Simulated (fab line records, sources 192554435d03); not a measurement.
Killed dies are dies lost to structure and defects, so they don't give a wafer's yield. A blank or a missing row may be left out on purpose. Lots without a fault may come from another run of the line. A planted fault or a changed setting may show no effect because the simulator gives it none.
fab line records | flow n5_finfet
record lots=22 wafers=66 last_day=17
route steps=1938 shown BEOL_M11@1550 BEOL_M12@1603
lots that met no fault: from a run of the same line without faults
start_h: hours from the record's first day to the start of the lot's first wafer shown | wait_h: hours since the lot's step before | " the same as in the row above | L1.1+2: a row that stands for several wafers | - no value, or no start given | * or withheld: withheld | < > ~ a bound
route shown NAME@n: a module of which the file shows steps, and the number in the route of the first | usual: mean/standard deviation of fault-free wafers | same: alike in all rows | chamber/n: place in a boat | sites: the reading at each site | _std_site: their standard deviation | _edge_site: outer sites' mean less inner sites' | radius_mm: how far each site lies from the wafer's centre | mask NAME#n: copy n | behind: the tool/chamber that last shaped the wafer | hold: why the lot was held/for how many hours/how that ended | device: the transistor (n, p or np) that didn't switch | end of line: the same wafers' tests at the end of the route | a step without rows: its recipe alone | killed: dies lost to structure and defects at the first sort, not the wafer's yield | map: a wafer's dies, x killed, . not, _ none there
set.NAME: the setting as run; set.NAME@STEP: as run at that earlier step | model.NAME: the simulator's own value behind a step, which no gauge read
steps of the route over a sample of lots; a table a step, a row a wafer
services: from which hour (start_h, from the record's first day; less than 0 if before it) a tool's chamber was out of use, for how many hours, and why
## steps
# step N5_BEOL_M11_OVL_MEAS_12
# recipe points_per_wafer=44
# usual M11_OVL=-0.5/0.84
# columns lot.wafer tool chamber start_h wait_h M11_OVL[nm]
L074.1 overlay-02 0 209.73 0.1 -2.0
L074.3 " 0 " " -2.4
L074.6 " 0 " " -1.0
L076.1 overlay-02 0 221.60 0.0 -1.4
L076.4 " 0 " " -0.8
L076.6 " 0 " " -1.1
L075.1 overlay-01 0 227.77 0.0 -1.9
L075.3 " 0 " " -1.4
L075.6 " 0 " " -0.2
L077.2 overlay-01 0 246.93 0.0 -0.6
L077.3 " 0 " " -0.7
L077.5 " 0 " " -0.5
L079.2 overlay-01 0 250.77 0.0 0.2
L079.4 " 0 " " -1.5
L079.6 " 0 " " -0.1
L080.1 overlay-01 0 254.86 0.0 -0.7
L080.4 " 0 " " -0.4
L080.5 " 0 " " -2.0
L078.1 overlay-02 0 255.02 0.0 -2.0
L078.2 " 0 " " -0.6
L078.5 " 0 " " -2.4
L082.1 overlay-02 0 258.59 0.0 0.5
L082.2 " 0 " " 0.1
L082.5 " 0 " " 1.5
L083.2 overlay-02 0 278.37 0.0 0.3
L083.3 " 0 " " -0.8
L083.4 " 0 " " 0.1
L084.1 overlay-01 0 278.41 0.0 -0.3
L084.2 " 0 " " -0.6
L084.3 " 0 " " 0.7
L085.1 overlay-02 0 287.16 0.0 -1.0
L085.2 " 0 " " 0.0
L085.3 " 0 " " -1.2
L086.1 overlay-01 0 298.12 0.0 -0.5
L086.2 " 0 " " 0.9
L086.4 " 0 " " 0.0
L088.2 overlay-02 0 301.61 0.0 0.0
L088.3 " 0 " " -0.7
L088.5 " 0 " " -1.9
L087.1 overlay-01 0 301.77 0.0 -0.5
L087.5 " 0 " " -0.2
L087.6 " 0 " " -0.6
L089.2 overlay-01 0 316.83 0.0 -0.8
L089.5 " 0 " " -0.6
L089.6 " 0 " " 0.4
L092.1 overlay-02 0 321.46 0.0 -0.5
L092.2 " 0 " " -1.1
L092.4 " 0 " " 0.3
L091.1 overlay-02 0 321.62 0.0 -0.6
L091.2 " 0 " " -0.5
L091.6 " 0 " " -2.5
L090.1 overlay-01 0 321.78 0.0 0.6
L090.3 " 0 " " 0.7
L090.4 " 0 " " -0.2
L093.2 overlay-02 0 331.99 0.0 0.4
L093.5 " 0 " " -0.3
L093.6 " 0 " " 0.1
L095.1 overlay-02 0 341.17 0.0 -1.1
L095.2 " 0 " " -1.0
L095.6 " 0 " " -0.5
L096.1 overlay-01 0 363.52 0.0 0.9
L096.2 " 0 " " 0.9
L096.5 " 0 " " 1.4
L097.1 overlay-01 0 364.12 0.0 -1.3
L097.2 " 0 " " 0.6
L097.5 " 0 " " -1.0
# step N5_BEOL_M11_STRIP_67
# recipe chemistry=CF4 resist=SiARC power_w=300 bias_power_w=75 pressure_mtorr=50 cf4_flow_sccm=150 rf_frequency_hz=6e+07
# usual chamber_pressure_mTorr=50.00/0.047 drypump_motor_current_A=5.5/0.47 oes_product_au=0.80/0.095 rf_vpp_V=271.5/1.5 showerhead_plenum_p_Torr=1.81/0.056 throttle_valve_pct=13.5/0.32
# columns lot.wafer tool chamber start_h wait_h chamber_pressure_mTorr drypump_motor_current_A oes_product_au rf_hours_counter_h rf_vpp_V showerhead_plenum_p_Torr throttle_valve_pct
L074.1 rie_diel-01 3 210.34 0.0 49.98 5.7 0.69 203 272.6 1.87 13.7
L074.3 " 0 " " 50.06 5.3 0.82 87 273.1 1.88 13.5
L074.6 " 1 " " 49.97 6.0 0.95 - 269.5 1.75 13.0
L076.1 rie_diel-01 2 222.10 0.0 50.07 5.4 0.71 191 270.7 1.77 13.8
L076.4 " 1 " " 50.00 6.0 0.95 12 271.8 1.75 13.0
L076.6 " 2 " " 50.05 5.5 0.72 - 270.3 1.77 13.8
L075.1 rie_diel-02 1 228.06 0.0 50.01 5.6 0.73 175 273.6 1.87 13.9
L075.3 " 2 " " 50.01 5.1 0.70 221 271.7 1.77 13.6
L075.6 " 2 " " 50.05 5.1 0.70 - 270.2 1.77 13.5
L077.2 rie_diel-02 3 247.22 0.0 49.89 4.9 0.83 64 270.9 1.77 13.7
L077.3 " 2 " " 49.99 5.1 0.70 229 269.9 1.77 13.6
L077.5 " 1 " " 50.03 5.6 0.72 - 271.0 1.87 13.9
L079.2 rie_diel-04 2 251.06 0.0 50.12 4.8 0.86 45 274.0 1.91 13.4
L079.4 " 3 " " 50.01 5.9 0.69 237 268.8 1.72 14.1
L079.6 " 1 " " 50.03 5.1 0.93 - 271.7 1.83 13.1
L080.1 rie_diel-01 3 255.15 0.0 50.02 5.7 0.68 217 271.4 1.86 13.8
L080.4 " 0 " " 49.99 5.3 0.80 101 272.6 1.87 13.5
L080.5 " 2 " " 50.09 5.4 0.70 - 270.0 1.77 13.8
L078.1 rie_diel-02 3 255.31 0.0 49.95 4.9 0.83 66 269.1 1.76 13.6
L078.2 " 2 " " 50.01 5.1 0.70 231 271.4 1.77 13.6
L078.5 " 3 " " 49.94 4.9 0.83 - 270.4 1.76 13.6
L082.1 rie_diel-02 0 259.10 0.0 49.99 6.5 0.91 14 270.7 1.82 12.9
L082.2 " 1 " " 50.04 5.6 0.72 185 272.6 1.87 13.9
L082.5 " 1 " " 49.99 5.6 0.72 - 274.0 1.87 13.9
L083.2 rie_diel-01 1 278.81 0.0 49.99 5.9 0.91 29 270.5 1.74 13.0
L083.3 " 3 " " 49.98 5.7 0.68 224 272.8 1.86 13.8
L083.4 " 0 " " 49.94 5.3 0.79 107 271.9 1.87 13.5
L084.1 rie_diel-02 2 279.00 0.0 50.04 5.1 0.69 239 272.1 1.77 13.6
L084.2 " 0 " " 49.97 6.5 0.89 20 272.1 1.82 13.0
L084.3 " 3 " " 50.01 4.9 0.83 73 270.9 1.76 13.7
L085.1 rie_diel-02 0 288.10 0.0 50.00 6.5 0.90 23 272.9 1.82 13.0
L085.2 " 3 " " 49.95 5.0 0.83 76 270.1 1.76 13.7
L085.3 " 1 " " 50.09 5.6 0.72 191 272.7 1.87 13.9
L086.1 rie_diel-04 2 298.67 0.0 49.95 4.7 0.83 59 274.1 1.91 13.4
L086.2 " 3 " " 49.98 5.9 0.69 250 270.1 1.71 14.2
L086.4 " 0 " " 50.03 5.4 0.87 50 270.7 1.76 13.4
L088.2 rie_diel-02 1 302.09 0.0 50.03 5.6 0.72 195 271.9 1.87 13.9
L088.3 " 2 " " 49.99 5.1 0.69 247 271.3 1.76 13.6
L088.5 " 2 " " 50.04 5.1 0.69 - 269.7 1.76 13.6
L087.1 rie_diel-01 0 302.09 0.0 50.01 5.3 0.79 114 273.2 1.87 13.6
L087.5 " 1 " " 50.02 6.0 0.89 - 270.1 1.74 13.0
L087.6 " 0 " " 49.91 5.3 0.79 - 273.3 1.87 13.6
L089.2 rie_diel-04 2 317.12 0.0 49.96 4.7 0.83 66 272.1 1.90 13.5
L089.5 " 2 " " 50.04 4.7 0.83 - 273.1 1.90 13.5
L089.6 " 1 " " 50.01 5.1 0.90 - 271.4 1.82 13.2
L092.1 rie_diel-02 3 321.75 0.0 49.99 4.9 0.81 88 270.2 1.76 13.7
L092.2 " 0 " " 49.97 6.5 0.88 34 270.8 1.81 13.0
L092.4 " 0 " " 49.99 6.5 0.87 - 274.1 1.81 13.0
L091.1 rie_diel-04 3 321.91 0.0 50.02 5.9 0.95 2 273.0 1.92 13.6
L091.2 " 1 " " 50.05 5.1 0.88 38 272.9 1.82 13.2
L091.6 " 3 " " 49.94 6.0 0.96 - 273.5 1.92 13.6
L090.1 rie_diel-01 0 322.10 0.0 49.91 5.3 0.78 120 271.4 1.87 13.6
L090.3 " 1 " " 50.01 5.9 0.88 43 268.6 1.74 13.1
L090.4 " 3 " " 49.95 5.7 0.67 237 273.1 1.86 13.8
L093.2 rie_diel-02 1 332.28 0.0 49.95 5.6 0.71 206 272.1 1.87 13.9
L093.5 " 3 " " 50.06 5.0 0.81 - 270.3 1.76 13.7
L093.6 " 0 " " 50.01 6.5 0.87 - 272.6 1.81 13.0
L095.1 rie_diel-02 3 341.52 0.0 50.00 5.0 0.80 95 269.2 1.76 13.7
L095.2 " 0 " " 50.01 6.5 0.86 41 273.3 1.81 13.0
L095.6 " 2 " " 49.92 5.1 0.99 - 270.0 1.76 13.0
L096.1 rie_diel-02 0 363.82 0.0 49.99 6.6 0.86 47 272.5 1.81 13.0
L096.2 " 1 " " 50.09 5.6 0.70 216 272.9 1.86 14.0
L096.5 " 3 " " 49.97 5.0 0.80 - 269.5 1.76 13.7
L097.1 rie_diel-01 0 364.41 0.0 49.96 5.3 0.77 134 273.2 1.86 13.6
L097.2 " 3 " " 50.00 5.7 0.66 250 272.2 1.85 13.8
L097.5 " 3 " " 50.08 5.7 0.66 - 272.7 1.85 13.8
# step N5_BEOL_M11_ETCH_65
# recipe chemistry=CF4 target=SiARC target_depth_a=390 mask_material=CAR-ArF time_s=65 ion_energy_ev=80 pressure_mtorr=40 source_w=545 bias_w=36 Ar_flow_sccm=100 cf4_flow_sccm=100 ends=cleared
# usual bias_w=36.00/0.11 chamber_pressure_mTorr=40.00/0.036 drypump_motor_current_A=5.5/0.51 etch_rf_on_time_s=64.1/1.6 oes_product_au=0.69/0.084 rf_vpp_V=184.1/1.1 showerhead_plenum_p_Torr=2.16/0.068 throttle_valve_pct=15.5/0.32
# columns lot.wafer tool chamber start_h wait_h bias_w chamber_pressure_mTorr drypump_motor_current_A etch_rf_on_time_s oes_product_au rf_hours_counter_h rf_vpp_V showerhead_plenum_p_Torr throttle_valve_pct
L074.1 rie_diel-04 2 215.07 0.0 36.13 40.03 4.7 62.4 0.77 34 184.9 2.28 15.5
L074.3 " 3 " " 36.18 39.98 5.9 65.3 0.59 225 182.0 2.03 16.0
L074.6 " 0 " " 36.02 39.97 5.4 63.3 0.79 - 183.8 2.10 15.4
L076.1 rie_diel-04 0 223.05 0.0 36.15 39.99 5.4 63.7 0.78 29 181.3 2.10 15.4
L076.4 " 1 " " 35.89 39.98 5.1 62.7 0.84 8 183.8 2.18 15.2
L076.6 " 2 " " 35.99 40.04 4.7 62.2 0.76 - 184.4 2.28 15.5
L075.1 rie_diel-01 3 228.73 0.0 35.92 40.07 5.7 62.9 0.60 208 185.5 2.22 15.7
L075.3 " 1 " " 35.81 40.03 5.9 60.9 0.83 15 184.1 2.10 15.1
L075.6 " 1 " " 35.73 39.97 6.0 61.2 0.83 - 181.4 2.10 15.0
L077.2 rie_diel-01 3 247.95 0.0 36.18 40.05 5.7 64.0 0.59 215 185.0 2.21 15.7
L077.3 " 2 " " 35.91 39.98 5.4 65.2 0.61 199 183.3 2.12 15.8
L077.5 " 3 " " 35.99 40.04 5.7 63.5 0.59 - 184.0 2.21 15.7
L079.2 rie_diel-04 2 253.40 0.0 35.98 40.01 4.7 63.1 0.74 45 184.9 2.28 15.5
L079.4 " 1 " " 35.93 40.00 5.1 63.2 0.80 17 183.7 2.18 15.2
L079.6 " 3 " " 36.08 40.05 5.9 66.5 0.58 - 182.8 2.03 16.1
L080.1 rie_diel-02 1 257.64 0.0 36.08 40.03 5.6 64.0 0.62 185 184.6 2.23 15.9
L080.4 " 0 " " 36.01 39.97 6.5 64.2 0.79 13 184.5 2.18 15.0
L080.5 " 3 " " 36.03 40.00 5.0 64.3 0.71 - 182.6 2.10 15.7
L078.1 rie_diel-04 1 257.78 0.0 35.99 40.04 5.1 64.0 0.80 18 185.7 2.18 15.2
L078.2 " 2 " " 36.03 39.96 4.7 63.1 0.74 47 184.5 2.28 15.5
L078.5 " 1 " " 35.96 40.03 5.1 63.8 0.80 - 184.1 2.18 15.2
L082.1 rie_diel-02 2 259.73 0.0 36.05 40.02 5.1 67.1 0.58 233 182.8 2.12 15.6
L082.2 " 1 " " 35.87 40.01 5.6 62.9 0.62 186 185.2 2.23 15.9
L082.5 " 1 " " 36.00 39.93 5.6 62.9 0.63 - 184.3 2.23 15.9
L083.2 rie_diel-01 3 280.84 0.0 36.10 40.00 5.7 63.7 0.59 224 184.3 2.21 15.8
L083.3 " 0 " " 35.64 40.06 5.3 62.4 0.70 107 185.4 2.24 15.5
L083.4 " 1 " " 36.09 40.01 6.0 61.9 0.80 29 182.6 2.09 15.1
L084.1 rie_diel-02 3 280.86 0.0 35.97 40.04 5.0 64.1 0.70 74 184.4 2.09 15.7
L084.2 " 0 " " 36.06 40.04 6.6 64.0 0.78 20 183.2 2.18 15.0
L084.3 " 1 " " 36.01 40.08 5.6 63.6 0.62 188 184.9 2.23 15.9
L085.1 rie_diel-02 0 288.97 0.0 35.92 39.95 6.4 64.3 0.76 23 183.7 2.18 15.0
L085.2 " 2 " " 36.20 39.96 5.1 68.8 0.57 243 184.5 2.11 15.6
L085.3 " 3 " " 36.01 40.04 5.0 65.1 0.70 77 182.8 2.09 15.7
L086.1 rie_diel-02 2 300.59 0.0 36.03 39.97 5.1 69.0 0.57 246 183.3 2.11 15.6
L086.2 " 0 " " 36.07 39.92 6.6 64.3 0.76 27 184.7 2.18 15.0
L086.4 " 1 " " 36.13 40.01 5.6 64.6 0.61 194 185.9 2.23 15.9
L088.2 rie_diel-04 1 302.72 0.0 36.15 39.96 5.1 62.9 0.79 30 185.1 2.18 15.2
L088.3 " 2 " " 35.82 39.97 4.8 63.1 0.73 60 185.8 2.27 15.5
L088.5 " 2 " " 36.00 40.00 4.8 63.1 0.73 - 184.3 2.27 15.5
L087.1 rie_diel-01 2 303.47 0.0 35.87 39.98 5.4 65.9 0.59 216 183.4 2.12 15.8
L087.5 " 3 " " 35.83 40.08 5.7 64.7 0.58 - 184.6 2.21 15.8
L087.6 " 2 " " 35.98 39.95 5.5 66.1 0.58 - 184.5 2.12 15.8
L089.2 rie_diel-01 2 319.94 0.0 35.96 40.10 5.4 65.8 0.59 221 183.9 2.11 15.8
L089.5 " 2 " " 36.03 39.95 5.4 67.0 0.58 - 185.5 2.11 15.8
L089.6 " 1 " " 36.07 39.96 5.9 62.1 0.77 - 184.8 2.09 15.1
L091.1 rie_diel-02 3 325.19 0.0 36.03 39.99 4.9 63.7 0.69 89 184.2 2.09 15.7
L091.2 " 0 " " 35.94 39.97 6.5 63.4 0.76 35 186.4 2.17 15.0
L091.6 " 3 " " 35.97 39.98 4.9 63.6 0.70 - 184.0 2.09 15.7
L092.1 rie_diel-02 1 325.74 0.0 36.03 39.98 5.6 64.3 0.61 203 185.4 2.22 15.9
L092.2 " 0 " " 36.21 40.00 6.5 64.9 0.75 35 184.9 2.17 15.0
L092.4 " 1 " " 35.92 40.08 5.6 64.7 0.61 - 184.6 2.22 15.9
L090.1 rie_diel-02 0 326.20 0.0 35.79 40.02 6.5 63.9 0.75 36 184.7 2.17 15.0
L090.3 " 3 " " 35.76 40.03 4.9 64.1 0.69 90 182.4 2.09 15.7
L090.4 " 0 " " 35.97 39.99 6.5 64.0 0.75 - 184.5 2.17 15.1
L093.2 rie_diel-02 3 333.60 0.0 35.84 40.03 4.9 64.5 0.69 93 183.9 2.09 15.8
L093.5 " 1 " " 36.02 39.98 5.6 64.2 0.61 - 185.0 2.22 15.9
L093.6 " 0 " " 36.13 39.96 6.5 64.6 0.75 - 185.9 2.17 15.1
L095.1 rie_diel-01 1 342.33 0.0 35.99 40.06 6.0 61.5 0.78 49 184.1 2.08 15.1
L095.2 " 2 " " 35.68 40.03 5.4 66.1 0.58 228 185.0 2.11 15.8
L095.6 " 0 " " 36.02 40.01 5.3 63.2 0.68 - 185.2 2.23 15.6
L096.1 rie_diel-01 1 365.03 0.0 35.85 39.98 5.9 61.6 0.76 56 180.8 2.08 15.1
L096.2 " 0 " " 35.97 39.99 5.3 63.5 0.67 134 185.0 2.23 15.6
L096.5 " 1 " " 35.92 40.05 6.0 63.0 0.75 - 183.1 2.08 15.1
L097.1 rie_diel-02 2 366.42 0.0 36.13 39.94 5.1 66.6 0.80 10 183.2 2.11 15.2
L097.2 " 3 " " 36.07 40.04 5.0 63.5 0.69 103 183.1 2.09 15.8
L097.5 " 2 " " 36.16 40.01 5.1 66.7 0.81 - 184.3 2.11 15.2
# step N5_BEOL_M12_THK_MEAS_01
# recipe reads=SiOC_of_BEOL_M12_ILD_DEP_00
# usual M12_ILD_THK=658/9.3
# columns lot.wafer tool chamber start_h wait_h M12_ILD_THK[nm]
L074.1 film_metro-01 - 218.23 0.1 654
L074.3 " - " " 658
L074.6 " - " " 657
L076.1 film_metro-02 - 226.78 0.1 663
L076.4 " - " " 663
L076.6 " - " " 666
L075.1 film_metro-01 - 232.03 0.1 655
L075.3 " - " " 649
L075.6 " - " " 671
L077.2 film_metro-01 - 251.81 0.1 658
L077.3 " - " " 664
L077.5 " - " " 662
L079.2 film_metro-01 - 258.80 0.1 646
L079.4 " - " " 656
L079.6 " - " " 653
L080.1 film_metro-01 - 261.63 0.1 646
L080.4 " - " " 657
L080.5 " - " " 662
L078.1 film_metro-01 - 261.98 0.1 651
L078.2 " - " " 654
L078.5 " - " " 670
L082.1 film_metro-02 - 264.49 0.1 654
L082.2 " - " " 645
L082.5 " - " " 660
L084.1 film_metro-01 - 285.32 0.1 650
L084.2 " - " " 649
L084.3 " - " " 649
L083.2 film_metro-01 - 285.49 0.1 656
L083.3 " - " " 657
L083.4 " - " " 663
L085.1 film_metro-02 - 294.12 0.1 657
L085.2 " - " " 661
L085.3 " - " " 663
L086.1 film_metro-01 - 303.36 0.1 647
L086.2 " - " " 655
L086.4 " - " " 654
L088.2 film_metro-02 - 307.49 0.1 652
L088.3 " - " " 673
L088.5 " - " " 660
L087.1 film_metro-01 - 308.00 0.1 651
L087.5 " - " " 655
L087.6 " - " " 651
L089.2 film_metro-01 - 323.13 0.1 661
L089.5 " - " " 673
L089.6 " - " " 670
L091.1 film_metro-01 - 328.61 0.1 667
L091.2 " - " " 663
L091.6 " - " " 672
L092.1 film_metro-01 - 330.10 0.1 656
L092.2 " - " " 658
L092.4 " - " " 664
L090.1 film_metro-02 - 330.37 0.1 643
L090.3 " - " " 638
L090.4 " - " " 663
L093.2 film_metro-02 - 337.20 0.1 648
L093.5 " - " " 667
L093.6 " - " " 670
L095.1 film_metro-02 - 346.25 0.1 646
L095.2 " - " " 648
L095.6 " - " " 649
L096.1 film_metro-02 - 368.90 0.1 658
L096.2 " - " " 662
L096.5 " - " " 662
L097.1 film_metro-02 - 369.18 0.1 642
L097.2 " - " " 644
L097.5 " - " " 660
# step N5_BEOL_M12_INSPECT_12
# recipe mode=adi inspect_instrument=macro
# usual raw_defect_count=2.2/1.5
# columns lot.wafer tool chamber start_h wait_h raw_defect_count
L074.1 defect_inspect-02 - 218.72 0.0 4
L074.3 " - " " 4
L074.6 " - " " 0
L076.1 defect_inspect-02 - 227.26 0.0 1
L076.4 " - " " 2
L076.6 " - " " 4
L075.1 defect_inspect-01 - 232.52 0.0 2
L075.3 " - " " 1
L075.6 " - " " 2
L077.2 defect_inspect-02 - 252.32 0.0 1
L077.3 " - " " 1
L077.5 " - " " 4
L079.2 defect_inspect-01 - 259.28 0.0 1
L079.4 " - " " 3
L079.6 " - " " 4
L080.1 defect_inspect-02 - 262.11 0.0 2
L080.4 " - " " 2
L080.5 " - " " 1
L078.1 defect_inspect-02 - 262.46 0.0 0
L078.2 " - " " 2
L078.5 " - " " 4
L082.1 defect_inspect-02 - 264.85 0.0 3
L082.2 " - " " 2
L082.5 " - " " 2
L084.1 defect_inspect-01 - 285.82 0.0 3
L084.2 " - " " 2
L084.3 " - " " 3
L083.2 defect_inspect-02 - 285.97 0.0 4
L083.3 " - " " 2
L083.4 " - " " 2
L085.1 defect_inspect-02 - 294.60 0.0 0
L085.2 " - " " 1
L085.3 " - " " 6
L086.1 defect_inspect-02 - 303.72 0.0 1
L086.2 " - " " 4
L086.4 " - " " 4
L088.2 defect_inspect-01 - 307.97 0.0 1
L088.3 " - " " 4
L088.5 " - " " 1
L087.1 defect_inspect-02 - 308.48 0.0 2
L087.5 " - " " 3
L087.6 " - " " 3
L089.2 defect_inspect-02 - 323.48 0.0 2
L089.5 " - " " 3
L089.6 " - " " 4
L091.1 defect_inspect-01 - 328.97 0.0 2
L091.2 " - " " 2
L091.6 " - " " 5
L092.1 defect_inspect-01 - 330.58 0.0 3
L092.2 " - " " 4
L092.4 " - " " 3
L090.1 defect_inspect-02 - 330.72 0.0 1
L090.3 " - " " 2
L090.4 " - " " 5
L093.2 defect_inspect-02 - 337.55 0.0 7
L093.5 " - " " 2
L093.6 " - " " 1
L095.1 defect_inspect-02 - 346.73 0.0 4
L095.2 " - " " 2
L095.6 " - " " 0
L096.1 defect_inspect-01 - 369.38 0.0 2
L096.2 " - " " 0
L096.5 " - " " 2
L097.1 defect_inspect-02 - 369.53 0.0 0
L097.2 " - " " 1
L097.5 " - " " 2
# step N5_BEOL_M12_ETCH_59
# recipe chemistry=N2/H2 target=BARC target_depth_a=890 overetch_a=267 time_s=67.9 ion_energy_ev=200 pressure_mtorr=30 source_w=840 bias_w=150 n2_flow_sccm=200 h2_flow_sccm=200
# usual bias_w=150.0/0.49 chamber_pressure_mTorr=29.996/0.026 drypump_motor_current_A=5.6/0.44 oes_product_au=0.68/0.076 rf_vpp_V=523.8/2.7 showerhead_plenum_p_Torr=2.54/0.097 throttle_valve_pct=17.78/0.19
# columns lot.wafer tool chamber start_h wait_h bias_w chamber_pressure_mTorr drypump_motor_current_A oes_product_au rf_hours_counter_h rf_vpp_V showerhead_plenum_p_Torr throttle_valve_pct
L074.1 rie_diel-06 2 218.79 0.0 149.7 30.006 5.7 0.80 11 527.2 2.72 17.55
L074.3 " 3 " " 150.6 29.993 6.5 0.60 213 520.1 2.40 17.82
L074.6 " 3 " " 149.4 30.008 6.5 0.60 - 521.3 2.40 17.82
L076.1 rie_diel-06 2 227.33 0.0 149.3 29.983 5.6 0.79 15 529.4 2.72 17.56
L076.4 " 3 " " 149.4 29.981 6.5 0.60 - 522.3 2.40 17.83
L076.6 " 2 " " 149.6 30.011 5.6 0.79 - 529.8 2.72 17.56
L075.1 rie_diel-03 3 233.17 0.0 150.3 29.952 5.6 0.72 62 523.1 2.47 17.80
L075.3 " 2 " " 149.8 29.986 6.2 0.62 192 521.4 2.43 18.08
L075.6 " 1 " " 149.5 30.031 5.3 0.77 - 525.4 2.60 17.94
L077.2 rie_diel-03 3 252.38 0.0 149.8 30.010 5.6 0.72 69 521.6 2.47 17.80
L077.3 " 0 " " 150.2 29.963 6.1 0.66 127 521.1 2.44 17.77
L077.5 " 0 " " 150.2 29.979 6.1 0.67 - 519.4 2.44 17.78
L079.2 rie_diel-05 2 259.42 0.0 150.1 29.939 5.7 0.62 214 525.8 2.61 17.58
L079.4 " 3 " " 150.1 29.985 5.2 0.73 42 522.0 2.48 17.95
L079.6 " 3 " " 150.3 30.004 5.2 0.73 - 523.0 2.48 17.94
L080.1 rie_diel-06 1 262.18 0.0 151.2 30.015 5.4 0.63 170 524.3 2.52 17.51
L080.4 " 0 " " 150.4 29.998 5.1 0.82 7 525.7 2.60 17.70
L080.5 " 3 " " 150.7 29.996 6.4 0.59 - 519.0 2.40 17.85
L078.1 rie_diel-06 1 262.53 0.0 150.3 30.006 5.4 0.63 170 523.5 2.52 17.52
L078.2 " 3 " " 150.0 29.966 6.5 0.60 229 521.1 2.40 17.83
L078.5 " 1 " " 150.4 30.006 5.4 0.63 - 524.1 2.52 17.53
L082.1 rie_diel-06 2 264.93 0.0 149.8 29.971 5.6 0.76 32 528.0 2.71 17.59
L082.2 " 1 " " 150.3 29.977 5.4 0.64 171 525.6 2.52 17.51
L082.5 " 3 " " 150.0 30.036 6.4 0.60 - 520.0 2.40 17.84
L084.1 rie_diel-03 0 285.89 0.0 150.2 30.001 6.1 0.66 140 519.7 2.43 17.81
L084.2 " 1 " " 150.1 30.000 5.3 0.75 47 524.0 2.59 17.97
L084.3 " 3 " " 149.3 29.989 5.6 0.71 79 521.4 2.47 17.82
L083.2 rie_diel-06 1 286.04 0.0 150.0 30.022 5.4 0.63 177 524.5 2.52 17.55
L083.3 " 0 " " 150.7 30.001 5.1 0.79 14 525.4 2.60 17.71
L083.4 " 2 " " 149.3 30.024 5.6 0.75 38 529.3 2.71 17.59
L085.1 rie_diel-03 3 294.67 0.0 149.5 30.012 5.6 0.70 82 522.6 2.47 17.82
L085.2 " 1 " " 150.8 30.010 5.3 0.75 50 524.8 2.59 17.99
L085.3 " 2 " " 150.9 29.996 6.2 0.60 212 519.6 2.43 18.13
L086.1 rie_diel-06 0 303.79 0.0 150.2 29.988 5.0 0.78 19 526.6 2.59 17.74
L086.2 " 2 " " 150.2 29.983 5.6 0.75 44 526.0 2.70 17.62
L086.4 " 1 " " 149.1 30.016 5.4 0.63 182 522.1 2.52 17.55
L088.2 rie_diel-05 3 308.14 0.0 150.0 30.041 5.2 0.70 60 521.9 2.47 17.99
L088.3 " 2 " " 149.7 30.034 5.7 0.60 231 525.3 2.61 17.61
L088.5 " 2 " " 150.0 30.026 5.7 0.61 - 525.7 2.61 17.61
L087.1 rie_diel-05 2 308.87 0.0 150.4 29.960 5.7 0.61 232 524.1 2.61 17.60
L087.5 " 1 " " 150.0 29.983 5.2 0.60 - 522.2 2.51 18.03
L087.6 " 0 " " 149.8 29.996 5.7 0.59 - 523.1 2.50 17.97
L089.2 rie_diel-06 1 323.55 0.0 150.4 30.005 5.4 0.62 190 523.0 2.51 17.54
L089.5 " 1 " " 150.1 29.977 5.4 0.62 - 522.6 2.51 17.54
L089.6 " 2 " " 149.9 29.989 5.7 0.73 - 529.0 2.70 17.63
L091.1 rie_diel-05 1 329.04 0.0 150.0 30.015 5.2 0.59 240 522.9 2.50 18.05
L091.2 " 2 " " 150.2 30.009 5.7 0.60 239 526.6 2.60 17.60
L091.6 " 1 " " 150.0 29.952 5.2 0.59 - 521.6 2.50 18.07
L092.1 rie_diel-06 2 330.65 0.0 150.1 29.986 5.6 0.74 54 527.2 2.70 17.62
L092.2 " 0 " " 148.6 29.989 5.1 0.77 29 524.3 2.59 17.74
L092.4 " 1 " " 149.9 30.006 5.4 0.62 - 522.7 2.51 17.55
L090.1 rie_diel-03 0 330.95 0.0 149.4 30.019 6.1 0.64 156 520.5 2.43 17.84
L090.3 " 1 " " 150.5 29.967 5.3 0.73 63 525.6 2.58 18.01
L090.4 " 3 " " 150.3 30.066 5.6 0.69 94 522.2 2.46 17.85
L093.2 rie_diel-06 2 337.62 0.0 150.2 30.045 5.7 0.72 57 528.5 2.70 17.64
L093.5 " 0 " " 151.0 29.991 5.0 0.76 - 525.2 2.59 17.75
L093.6 " 2 " " 150.2 30.015 5.7 0.73 - 526.9 2.70 17.62
L095.1 rie_diel-03 3 346.80 0.0 150.3 29.985 5.6 0.69 100 522.4 2.46 17.86
L095.2 " 2 " " 150.1 30.003 6.2 0.59 231 520.7 2.42 18.14
L095.6 " 1 " " 150.2 29.995 5.3 0.72 - 524.0 2.58 18.02
L096.1 rie_diel-05 0 369.45 0.0 150.3 30.015 5.7 0.82 5 521.6 2.49 17.58
L096.2 " 3 " " 149.6 30.018 5.2 0.69 83 522.0 2.46 18.03
L096.5 " 2 " " 149.7 30.057 5.7 0.60 - 525.4 2.60 17.66
L097.1 rie_diel-06 2 369.60 0.0 149.4 30.041 5.6 0.72 68 528.2 2.69 17.67
L097.2 " 1 " " 150.4 29.969 5.4 0.61 207 522.5 2.51 17.58
L097.5 " 1 " " 150.8 29.972 5.4 0.62 - 522.3 2.51 17.57
## services
# columns tool chamber start_h hours kind
rie_diel-01 1 187.31 5.4 repair
rie_diel-06 0 219.61 - clean
rie_diel-06 0 219.61 - consumable_replace:focus_ring
rie_diel-06 0 219.61 23.5 scheduled_down
rie_diel-06 0 219.61 23.5 vent_cycle
rie_diel-03 0 223.19 7.0 repair
rie_diel-02 0 227.10 2.8 repair
rie_diel-06 3 249.82 7.8 repair
rie_diel-02 1 264.14 12.0 repair
rie_diel-06 1 268.25 3.5 repair
rie_diel-05 1 280.42 2.5 repair
rie_diel-04 3 301.14 - clean
rie_diel-04 3 301.14 - consumable_replace:focus_ring
rie_diel-02 2 311.35 - clean
rie_diel-02 2 311.35 - consumable_replace:focus_ring
rie_diel-02 2 311.35 23.3 scheduled_down
rie_diel-02 2 311.35 23.3 vent_cycle
rie_diel-06 3 326.48 - clean
rie_diel-06 3 326.48 - consumable_replace:focus_ring
rie_diel-06 3 326.48 - consumable_replace:showerhead
rie_diel-06 3 326.48 11.6 scheduled_down
rie_diel-06 3 326.48 11.6 vent_cycle
rie_diel-01 3 364.43 - clean
rie_diel-01 3 364.43 - consumable_replace:focus_ring
## key
fault none
